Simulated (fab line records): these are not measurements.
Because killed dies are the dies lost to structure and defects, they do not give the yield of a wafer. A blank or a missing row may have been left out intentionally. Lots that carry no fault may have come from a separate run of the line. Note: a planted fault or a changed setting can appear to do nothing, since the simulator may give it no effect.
Matching of chambers | flow nand_harc | 3 sister chambers for NHARC_A_STAIRCASE_DEP_151 on pecvd-02
The step deposits SiO2, target thk 3800 nm. 3 wafers are shown with their chamber, then 8 later ones without.

## WAFERS PAIRED WITH THEIR CHAMBERS
wafer  | chamber | heater_power_w (W)
L090.3 | 2       | 603
L090.5 | 1       | 571
L092.1 | 0       | 737

## WAFERS WITHOUT THEIR CHAMBER
wafer  | heater_power_w (W)
L092.3 | 686
L092.4 | 656
L094.1 | 618
L094.3 | 630
L094.6 | 642
L095.3 | 789
L095.5 | 552
L095.6 | 650

## CHAMBER TAKEN BY EACH
wafer  | from the rows above          | in truth
L092.3 | can't be placed: 0 or 2 or 1 | 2
L092.4 | can't be placed: 2 or 0 or 1 | 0
L094.1 | can't be placed: 2 or 1      | 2
L094.3 | can't be placed: 2 or 1 or 0 | 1
L094.6 | can't be placed: 2 or 1 or 0 | 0
L095.3 | 0                            | 0
L095.5 | can't be placed: 1 or 2      | 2
L095.6 | can't be placed: 2 or 1 or 0 | 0
1 of 8 placed correctly. Can't be placed from these rows: 7 (the true chamber is among the candidates in 7). Placed wrongly: 0.
How it was worked out, from the rows above alone: a wafer's distance from a chamber is the root of the sum, over the readings, of the square of ((its reading less the chamber's mean) divided by the reading's scatter). If the next closest chamber is less than 2 further off than the closest, the wafer can't be placed; otherwise it belongs to the closest. For every chamber, the mean is computed from those of its wafers that are shown. The scatter (one wafer shown for each chamber): square how far every hidden wafer sits from the nearest shown wafer, average those squares and take the square root.
